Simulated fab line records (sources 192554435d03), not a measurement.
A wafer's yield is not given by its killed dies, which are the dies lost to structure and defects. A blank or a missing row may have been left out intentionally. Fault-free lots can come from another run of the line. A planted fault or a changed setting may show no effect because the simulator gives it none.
2 desks looking at one fault ; flow n5 finfet ; every desk sees just its own numbers, and what lay behind them comes last

## TOOL OWNER'S DESK, rie diel-01
The tool's own readings at N5_BEOL_M1_VIA_ETCH_34 (etches the open film in C4F6/O2, target depth 67.8 nm, time 64.4 s): means of the sampled wafers that have a number, for each lot that ran on this tool. Marked OUT: a lot whose mean sits more than 4 standard deviations from the usual mean, which makes it out of limits; the brackets give that distance.
Columns: A = C4F6_flow_sccm at N5_BEOL_M1_VIA_ETCH_34, usual 10.00 sccm; B = O2_flow_sccm at N5_BEOL_M1_VIA_ETCH_34, usual 9.997 sccm; C = drypump motor current A at N5_BEOL_M1_VIA_ETCH_34, usual 5.8 A; D = oes product au at N5_BEOL_M1_VIA_ETCH_34, usual 0.80 a.u.; E = rf vpp V at N5_BEOL_M1_VIA_ETCH_34, usual 674 V; F = showerhead plenum p Torr at N5_BEOL_M1_VIA_ETCH_34, usual 2.84 Torr; G = throttle valve pct at N5_BEOL_M1_VIA_ETCH_34, usual 30.8 %
lot;first seen here;A;B;C;D;E;F;G
L647;day 6 17:05;10.02;9.994;5.9;0.88;662;2.79;30.5
L660;day 10 02:45;9.97;10.014;5.9;0.83;661;2.78;30.6
L662;day 10 09:00;9.98;9.970;5.4;0.84;655;2.81;30.5
L664;day 11 01:31;9.96;9.993;5.8;0.85;667;2.82;30.8
This desk's finding: nothing out of limits on any of the 4 lots.

## FROM THE METROLOGY DESK
What the gauges read, lot by lot, whatever tool the lot ran on: means of the sampled wafers that have a number. Marked OUT: a lot whose mean sits more than 4 standard deviations from the usual mean, which makes it out of limits; the brackets give that distance. Of its 12 readings 7 are shown: those that lie furthest out on some lot.
Columns: A = V0_OVL at N5_BEOL_M1_OVL_MEAS_29, usual -0.3 nm; B = DIBL_P at N5_BEOL_M4_RC_MEAS_101, usual 36.0 mV/V; C = IOFF_P at N5_BEOL_M4_RC_MEAS_101, usual 0.21 nA/um; D = ION_N at N5_BEOL_M4_RC_MEAS_101, usual 678 uA/um; E = ION_P at N5_BEOL_M4_RC_MEAS_101, usual 464 uA/um; F = SS_N at N5_BEOL_M4_RC_MEAS_101, usual 71.5 mV/dec; G = VT_N at N5_BEOL_M4_RC_MEAS_101, usual 249 mV
lot;first seen here;A;B;C;D;E;F;G
L647;day 6 16:25;-0.4;32.7;0.16;675;460;71.0;249
L652;day 7 23:14;-0.1;-;-;-;-;-;-
L653;day 8 01:47;-0.9;-;-;-;-;-;-
L658;day 9 07:24;0.7;35.3;0.22;670;462;70.8;251
L659;day 9 15:22;-0.1;37.1;0.23;686;463;72.2;247
L661;day 10 01:28;-0.5;34.8;0.19;678;466;71.6;251
L660;day 10 01:34;0.1;36.4;0.23;691;478;71.2;247
L662;day 10 07:49;0.9;35.6;0.18;671;460;71.2;252
L664;day 10 20:02;0.1;34.3;0.17;661;455;71.4;254
L668;day 11 17:36;-0.0;35.2;0.20;686;463;71.6;249
This desk's finding: nothing out of limits on any of the 10 lots.

## TAKEN TOGETHER
The desk of the tool owner found nothing out of limits.
At the metrology desk, nothing out of limits was observed.

## WHAT THE SIMULATOR PUT IN
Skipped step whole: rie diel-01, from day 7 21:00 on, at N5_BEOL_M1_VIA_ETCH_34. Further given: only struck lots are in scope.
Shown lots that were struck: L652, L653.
